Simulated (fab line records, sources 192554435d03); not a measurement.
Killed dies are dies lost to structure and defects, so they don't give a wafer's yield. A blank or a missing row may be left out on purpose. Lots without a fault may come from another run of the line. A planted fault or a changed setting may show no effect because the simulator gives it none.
Which tool did it? | flow n5_finfet | 8 lots, 23 wafers sampled, at 8 steps of a route of 1938

WHAT THE GAUGES READ, wafer by wafer
N5_HKMG_FIN_INSPECT_28: inspects for defects (darkfield).
lot  | measured     | on                | raw_defect_count
L275 | day 5 07:11  | defect_inspect-02 | 21 37 35
L276 | day 5 14:43  | defect_inspect-02 | 22 31 27
L279 | day 6 11:00  | defect_inspect-02 | 35 30
L283 | day 7 10:25  | defect_inspect-01 | 30 38 49
L289 | day 8 18:24  | defect_inspect-01 | 31 31 45
L290 | day 9 04:52  | defect_inspect-01 | 32 41 39
L292 | day 9 12:05  | defect_inspect-01 | 41 61 31
L294 | day 10 04:58 | defect_inspect-01 | 34 19 20

N5_MOL_CONTACT_COAG_THK_MEAS_29.
lot  | measured     | on            | MD_CAP_THK (nm)
L275 | day 6 00:30  | film_metro-01 | 17.89 17.92 17.91
L276 | day 6 05:37  | film_metro-02 | 17.74 17.82 17.73
L279 | day 7 07:08  | film_metro-01 | 17.92 24.46
L283 | day 8 05:35  | film_metro-02 | 17.88 17.88 24.24
L289 | day 9 13:50  | film_metro-02 | 17.91 17.94 17.96
L290 | day 9 21:28  | film_metro-01 | 17.90 17.90 17.91
L292 | day 10 03:47 | film_metro-02 | 17.82 17.71 17.79
L294 | day 11 00:31 | film_metro-01 | 17.79 17.76 17.85

N5_BEOL_M4_RC_MEAS_101.
lot  | measured     | on        | DIBL_N (mV/V)  | DIBL_P (mV/V)  | IOFF_N (nA/um)    | IOFF_P (nA/um) | ION_N (uA/um) | ION_P (uA/um) | SS_N (mV/dec)  | SS_P (mV/dec)  | VT_N (mV)   | VT_P (mV)
L275 | day 10 03:13 | prober-01 | 37.4 35.9 37.2 | 36.7 35.6 37.0 | 0.151 0.125 0.155 | 0.20 0.18 0.20 | 674 656 680   | 461 455 463   | 71.8 71.3 72.1 | 73.6 73.2 73.6 | 253 255 250 | -252 -250 -253
L276 | day 10 22:27 | prober-01 | 33.6 36.9 34.7 | 34.2 38.5 35.2 | 0.113 0.172 0.136 | 0.19 0.26 0.21 | 644 676 673   | 456 473 473   | 71.4 71.7 71.2 | 72.4 73.6 72.9 | 255 248 253 | -247 -245 -248
L279 | day 11 05:56 | prober-01 | 34.2 36.6      | 33.1 36.1      | 0.111 0.150       | 0.15 0.18      | 654 663       | 447 451       | 71.0 72.1      | 71.8 73.1      | 257 251     | -257 -256
L283 | day 12 17:02 | prober-02 | 34.8 36.3 40.9 | 32.6 34.5 40.2 | 0.118 0.143 0.233 | 0.14 0.17 0.25 | 665 661 689   | 452 451 461   | 71.1 70.6 72.9 | 72.2 72.8 74.1 | 250 248 242 | -256 -253 -250
L289 | day 13 06:11 | prober-02 | 35.6 35.3 36.1 | 35.8 35.7 35.7 | 0.151 0.146 0.150 | 0.20 0.20 0.20 | 687 674 673   | 469 461 459   | 71.3 70.9 71.2 | 73.7 73.4 72.6 | 250 248 249 | -250 -251 -249
L290 | day 14 05:24 | prober-02 | 35.8 33.6 34.9 | 34.9 31.3 33.4 | 0.155 0.109 0.135 | 0.19 0.14 0.17 | 680 653 674   | 462 449 463   | 71.8 71.5 71.9 | 72.8 73.0 72.8 | 249 257 250 | -252 -256 -253
L292 | day 14 03:56 | prober-02 | 35.4 35.7 38.8 | 35.1 37.0 40.0 | 0.126 0.139 0.190 | 0.16 0.18 0.23 | 651 671 671   | 441 461 449   | 71.2 71.3 72.2 | 72.9 73.1 74.8 | 253 253 247 | -254 -252 -251
L294 | day 15 11:20 | prober-02 | 34.3 31.8 33.2 | 34.4 30.1 32.1 | 0.129 0.087 0.113 | 0.17 0.11 0.14 | 655 632 658   | 454 435 449   | 70.4 71.7 71.2 | 72.7 71.6 72.2 | 250 259 255 | -253 -261 -258

WHICH TOOL RAN EACH LOT (tool, then ch and the chambers of the sampled wafers, then the start)
lot  | N5_HKMG_FIN_ALD_72            | N5_HKMG_FIN_CMP_94            | N5_GATE_CUT_SAC_CAP_01            | N5_GATE_CUT_ETCH_19                | N5_MOL_CONTACT_COAG_ETCH_47
L275 | cvd_w-01 ch 0,1, day 5 06:18  | cmp-04 ch 1,2,3, day 5 06:57  | ald_sin-04 ch 0,1,3, day 5 07:50  | rie_diel-03 ch 0,1,3, day 5 11:10  | rie_diel-02 ch 0,1, day 6 03:09
L276 | cvd_w-01 ch 0,1, day 5 13:50  | cmp-01 ch 0,1,3, day 5 14:32  | ald_sin-01 ch 0,3, day 5 15:26    | rie_diel-03 ch 0,1,3, day 5 18:47  | rie_diel-05 ch 0,1,3, day 6 07:46
L279 | cvd_w-01 ch 1, day 6 10:07    | cmp-04 ch 0, day 6 10:46      | ald_sin-01 ch 0,1, day 6 11:39    | rie_diel-03 ch 0,3, day 6 15:11    | rie_diel-06 ch 1,2, day 7 09:10
L283 | cvd_w-01 ch 0, day 7 09:20    | cmp-02 ch 2,3, day 7 10:11    | ald_sin-01 ch 0,1,3, day 7 11:16  | rie_diel-01 ch 0,1,2, day 7 14:40  | rie_diel-05 ch 0,1,2, day 8 07:10
L289 | cvd_w-01 ch 0,1, day 8 17:31  | cmp-02 ch 0,1, day 8 18:10    | ald_sin-03 ch 0,1,2, day 8 21:14  | rie_diel-04 ch 1,3, day 9 00:43    | rie_diel-02 ch 0,2,3, day 9 15:25
L290 | cvd_w-02 ch 1, day 9 03:59    | cmp-01 ch 0,1,2, day 9 04:38  | ald_sin-03 ch 0,2, day 9 05:34    | rie_diel-01 ch 0,2, day 9 09:11    | rie_diel-06 ch 1,2, day 9 23:11
L292 | cvd_w-01 ch 0,1, day 9 11:06  | cmp-02 ch 0,2,3, day 9 11:55  | ald_sin-03 ch 2,3, day 9 12:47    | rie_diel-03 ch 1,2,3, day 9 16:08  | rie_diel-02 ch 1,2,3, day 10 05:53
L294 | cvd_w-01 ch 0,1, day 10 04:02 | cmp-04 ch 0,2,3, day 10 04:45 | ald_sin-01 ch 0,1,3, day 10 05:53 | rie_diel-03 ch 0,1,2, day 10 09:34 | rie_diel-06 ch 1,2, day 11 02:25
- N5_HKMG_FIN_ALD_72: deposits W, target thk 2 nm, pulse time 1 s, purge time 2 s.
- N5_HKMG_FIN_CMP_94: polishes, stops on SiNx, t overpolish 4.7 s, target thk 43.299 nm.
- N5_GATE_CUT_SAC_CAP_01: material SiNx, target thk 24 nm, pulse time 1 s, ald cycles 480.
- N5_GATE_CUT_ETCH_19: etches SiNx in CH3F/O2, target depth 53.7 nm, time 76.7 s.
- N5_MOL_CONTACT_COAG_ETCH_47: etches SiNx in CH3F/O2, stops on W, target depth 27 nm.

WHAT THE TOOLS THEMSELVES READ (means of the sampled wafers that have a number; where no wafer has one, the mark that the record gives instead)
N5_HKMG_FIN_ALD_72.
lot  | tool     | chamber_pressure_Torr (Torr) | heater_power_w (W) | precursor_pulse_height_rel
L275 | cvd_w-01 | 7.502                        | 424                | 1.000
L276 | cvd_w-01 | 7.494                        | 404                | 0.999
L279 | cvd_w-01 | 7.503                        | 380                | 0.974
L283 | cvd_w-01 | 7.500                        | 455                | 1.018
L289 | cvd_w-01 | 7.505                        | 402                | 1.002
L290 | cvd_w-02 | 7.508                        | 389                | 0.992
L292 | cvd_w-01 | 7.512                        | 421                | 1.003
L294 | cvd_w-01 | 7.492                        | 435                | 1.003

N5_HKMG_FIN_CMP_94.
lot  | tool   | motor_current_A (A)
L275 | cmp-04 | 12.6
L276 | cmp-01 | 12.7
L279 | cmp-04 | 12.2
L283 | cmp-02 | 12.2
L289 | cmp-02 | 10.7
L290 | cmp-01 | 12.9
L292 | cmp-02 | 11.9
L294 | cmp-04 | 12.3

N5_GATE_CUT_SAC_CAP_01.
lot  | tool       | chamber_pressure_Torr (Torr) | heater_power_w (W) | precursor_pulse_height_rel
L275 | ald_sin-04 | 1.997                        | 840                | 1.013
L276 | ald_sin-01 | 1.996                        | 845                | 0.987
L279 | ald_sin-01 | 2.003                        | 804                | 0.992
L283 | ald_sin-01 | 2.002                        | 825                | 0.990
L289 | ald_sin-03 | 2.000                        | 793                | 0.987
L290 | ald_sin-03 | 2.001                        | 787                | 0.999
L292 | ald_sin-03 | 2.000                        | 844                | 0.994
L294 | ald_sin-01 | 1.999                        | 818                | 1.015

N5_GATE_CUT_ETCH_19.
lot  | tool        | CH3F_flow_sccm (sccm) | bias_w (W) | drypump_motor_current_A (A) | etch_rf_on_time_s (s) | oes_product_au (a.u.) | rf_fwd_power_W (W) | rf_vpp_V (V) | showerhead_plenum_p_Torr (Torr) | throttle_valve_pct (%)
L275 | rie_diel-03 | 29.98                 | 72.96      | 5.8                         | 76.4                  | 0.68                  | 390.0              | 299          | 2.02                            | 16.46
L276 | rie_diel-03 | 30.00                 | 73.10      | 5.8                         | 77.5                  | 0.67                  | 391.1              | 299          | 2.02                            | 16.46
L279 | rie_diel-03 | 29.97                 | 73.14      | 5.7                         | 64.0                  | 0.70                  | 389.0              | 296          | 1.98                            | 16.45
L283 | rie_diel-01 | 29.92                 | 72.87      | 6.0                         | 70.4                  | 0.62                  | 390.7              | 298          | 1.99                            | 16.49
L289 | rie_diel-04 | 30.05                 | 73.10      | 6.1                         | 77.3                  | 0.65                  | 391.0              | 300          | 1.95                            | 16.60
L290 | rie_diel-01 | 30.02                 | 72.86      | 5.8                         | 77.7                  | 0.70                  | 391.9              | 295          | 2.04                            | 16.35
L292 | rie_diel-03 | 30.02                 | 72.92      | 5.7                         | 77.1                  | 0.66                  | 390.5              | 301          | 2.04                            | 16.51
L294 | rie_diel-03 | 29.98                 | 72.95      | 5.3                         | 78.6                  | 0.62                  | 390.3              | 300          | 2.05                            | 16.69

N5_MOL_CONTACT_COAG_ETCH_47.
lot  | tool        | CH3F_flow_sccm (sccm) | bias_w (W) | drypump_motor_current_A (A) | etch_rf_on_time_s (s) | oes_product_au (a.u.) | rf_fwd_power_W (W) | rf_vpp_V (V) | showerhead_plenum_p_Torr (Torr) | throttle_valve_pct (%)
L275 | rie_diel-02 | 29.96                 | 72.96      | 5.1                         | 31.6                  | 0.63                  | 387.8              | 293          | 2.03                            | 16.56
L276 | rie_diel-05 | 30.00                 | 73.25      | 5.6                         | 30.7                  | 0.72                  | 386.2              | 294          | 2.01                            | 16.36
L279 | rie_diel-06 | 30.02                 | 73.09      | 6.0                         | 36.7                  | 0.71                  | 385.3              | 301          | 2.01                            | 16.27
L283 | rie_diel-05 | 29.94                 | 72.83      | 5.7                         | 35.5                  | 0.64                  | 387.2              | 296          | 1.98                            | 16.50
L289 | rie_diel-02 | 29.91                 | 73.23      | 5.8                         | 31.3                  | 0.73                  | 389.2              | 294          | 2.06                            | 16.34
L290 | rie_diel-06 | 30.03                 | 72.98      | 6.1                         | 31.2                  | 0.67                  | 385.7              | 302          | 2.00                            | 16.36
L292 | rie_diel-02 | 29.96                 | 72.81      | 5.7                         | 30.7                  | 0.72                  | 387.1              | 294          | 2.04                            | 16.29
L294 | rie_diel-06 | 29.97                 | 73.05      | 6.1                         | 31.2                  | 0.66                  | 383.4              | 302          | 1.99                            | 16.39

THE ANSWER, worked out from the rows above alone
Rule: what is usual is taken from the lots themselves. Put in order of their means at a reading, lots are off if they are a third of the lots or fewer, leave a main group of 4 or more, and stand apart from it by a gap of 3 or more times the standard deviation of the main group's means; of several such gaps the widest counts. A main group whose means are all the same, to the digits that the tables above print for the reading, isn't used. A lot without any number at a reading at which 4 lots or more have one is off too. The other lots that the step has rows for count as sound. The gauges are gone through in route order, then the tools' own readings, and for those a lot's mean is taken as printed above. The first step at which some lot is off is used, and at that step the reading that is off furthest; a lot without a number counts as furthest.
Off: L279, L283, at N5_MOL_CONTACT_COAG_THK_MEAS_29 (MD_CAP_THK). The main group: mean 17.85 nm, standard deviation 0.07.
A tool fits if, at a process step before that reading, it ran every lot that is off, and no sound lot after the first of them. The gauges at N5_MOL_CONTACT_COAG_THK_MEAS_29 aren't tried: what is off there is off at N5_GATE_CUT_ETCH_19 too, on other tools, and a gauge's error can't cause that. None of those tried fits.

WHAT THE SIMULATOR HAD PUT IN
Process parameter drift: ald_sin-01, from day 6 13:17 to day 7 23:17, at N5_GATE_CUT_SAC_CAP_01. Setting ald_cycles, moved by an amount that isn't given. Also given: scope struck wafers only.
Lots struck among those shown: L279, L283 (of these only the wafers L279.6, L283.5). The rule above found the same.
